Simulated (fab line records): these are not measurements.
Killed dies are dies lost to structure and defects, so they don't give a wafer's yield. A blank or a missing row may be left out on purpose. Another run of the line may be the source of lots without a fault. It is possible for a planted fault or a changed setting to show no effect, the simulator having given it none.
A lot that was struck, set against a sound lot -- flow n5Finfet -- 16 steps out of a route of 1938
Sound: wafers L195.2, L195.4, L195.5. Struck: wafer L200.6 (L200.3, L200.5, from the same lot, were not struck and are left out); the cause is given at the end.
At each step with rows: each side's tool, then ch and its chambers, then its first start. Under that, the readings that differ: sound wafers -- struck wafers -- difference of the means -- sigmas: that difference in standard deviations of wafers without a fault.
alike: readings whose means differ by less than 2 such deviations, and words and numbers that are the same on both sides. not compared: withheld readings, readings that some wafer has no value for, bounds like >300 that may hide the same value, and numbers for which the record gives no deviation and whose values overlap.
Wherever a step has rows on one side only, a row that says differs or no value, or a row with sigmas, the two part there. Numbers that have no deviation but don't overlap get no sigmas and don't part them. Lack of a reading on every wafer of one side parts them only where that side has two or more wafers.

first, 7 steps without rows for these wafers: N5_BEOL_M0_SAQP_COAT_87 (time 60 s, resist thk 5 nm); N5_BEOL_M0_SAQP_COAT_34 (resist thk 30 nm); N5_BEOL_M0_SAQP_EBR_36; N5_BEOL_M0_SAQP_SOFTBAKE_35 (time 60 s); N5_BEOL_M0_SAQP_EXPOSE_37 (exposes mask M0 CUT1, target cd 30 nm); N5_BEOL_M0_SAQP_PEB_38 (peb time 60 s); N5_BEOL_M0_SAQP_DEVELOP_39 (develop time 30 s).
N5_BEOL_M0_SAQP_CD_MEAS_40: the cd target is 30 nm.
  sound on cdSem-01 ch 0, day 7 06:41; struck on cdSem-03 ch 0, day 8 08:19
reading,sound,struck,difference,sigmas
cdNm (nm),29.88 30.13 29.99,29.43,-0.57,-2
N5_BEOL_M0_SAQP_OVL_MEAS_41:
  sound on overlay-02 ch 0, day 7 06:43; struck on overlay-02 ch 0, day 8 08:21
reading,sound,struck,difference,sigmas
M0_CUT1_OVL (nm),0.9 1.2 0.7,-0.9,-1.8,-3
N5_BEOL_M0_SAQP_INSPECT_42: inspects for defects (brightfield).
  sound: defectInspect-02 at day 7 06:46; struck: defectInspect-02 at day 8 08:24
  alike: rawDefectCount
N5_BEOL_M0_SAQP_DESCUM_45: chemistry O2, time 7 s.
  sound on rieDiel-03 ch 0,2,3, day 7 06:48; struck on rieDiel-03 ch 0, day 8 08:35
  alike: drypumpMotorCurrentA, oesProductAu, rfFwdPowerW, rfVppV, showerheadPlenumPTorr, throttleValvePct
  not compared: rfHoursCounterH
N5_BEOL_M0_SAQP_ETCH_88: etches underlayer in N2/H2, target depth 6.5 nm, time 5.2 s.
  sound on rieDiel-03 ch 0,2,3, day 7 06:50; struck on rieDiel-03 ch 0, day 8 08:38
  alike: drypumpMotorCurrentA, etchRfOnTimeS, oesProductAu, rfFwdPowerW, rfVppV, showerheadPlenumPTorr, throttleValvePct
  not compared: rfHoursCounterH
N5_BEOL_M0_SAQP_ETCH_73: etches SiARC in CF4, target depth 19.5 nm, time 32.5 s.
  sound on rieDiel-03 ch 0,2,3, day 7 06:51; struck on rieDiel-03 ch 0, day 8 08:38
reading,sound,struck,difference,sigmas
etchRfOnTimeS (s),32.3 31.8 34.2,42.4,+9.6,+8
  alike: drypumpMotorCurrentA, oesProductAu, rfFwdPowerW, rfVppV, showerheadPlenumPTorr, throttleValvePct
  not compared: rfHoursCounterH
N5_BEOL_M0_SAQP_CUT_ETCH_46: etches SOC in N2/H2, target depth 135 nm, overetch 27 nm, time 202.5 s.
  sound on rieDiel-03 ch 0,2,3, day 7 06:53; struck on rieDiel-03 ch 0, day 8 08:40
  alike: drypumpMotorCurrentA, rfFwdPowerW, rfVppV, showerheadPlenumPTorr, throttleValvePct
  not compared: rfHoursCounterH
-- here the record skips 4 days between the struck wafers' starts before and after, leaving off in module BEOL_M0_SAQP and picking up in module BEOL_M4 (first step shown: number 1111 of the route) --
N5_BEOL_M4_RC_MEAS_101:
  sound on prober-01 ch 0, day 11 21:47; struck on prober-01 ch 0, day 12 12:02
  alike: DIBL_N, DIBL_P, IOFF_N, IOFF_P, ION_N, ION_P, SS_N, SS_P, VT_N, VT_P
after that, 1 step had no rows for these wafers: N5_PASSIVATION_PROBE_49.

WHERE THEY PART
Last at N5_BEOL_M0_SAQP_ETCH_73 as far as this record goes, first at N5_BEOL_M0_SAQP_CD_MEAS_40. Later steps at which nothing parts them and some readings are alike: N5_BEOL_M0_SAQP_CUT_ETCH_46, N5_BEOL_M4_RC_MEAS_101.

WHY: whatever the simulator had introduced
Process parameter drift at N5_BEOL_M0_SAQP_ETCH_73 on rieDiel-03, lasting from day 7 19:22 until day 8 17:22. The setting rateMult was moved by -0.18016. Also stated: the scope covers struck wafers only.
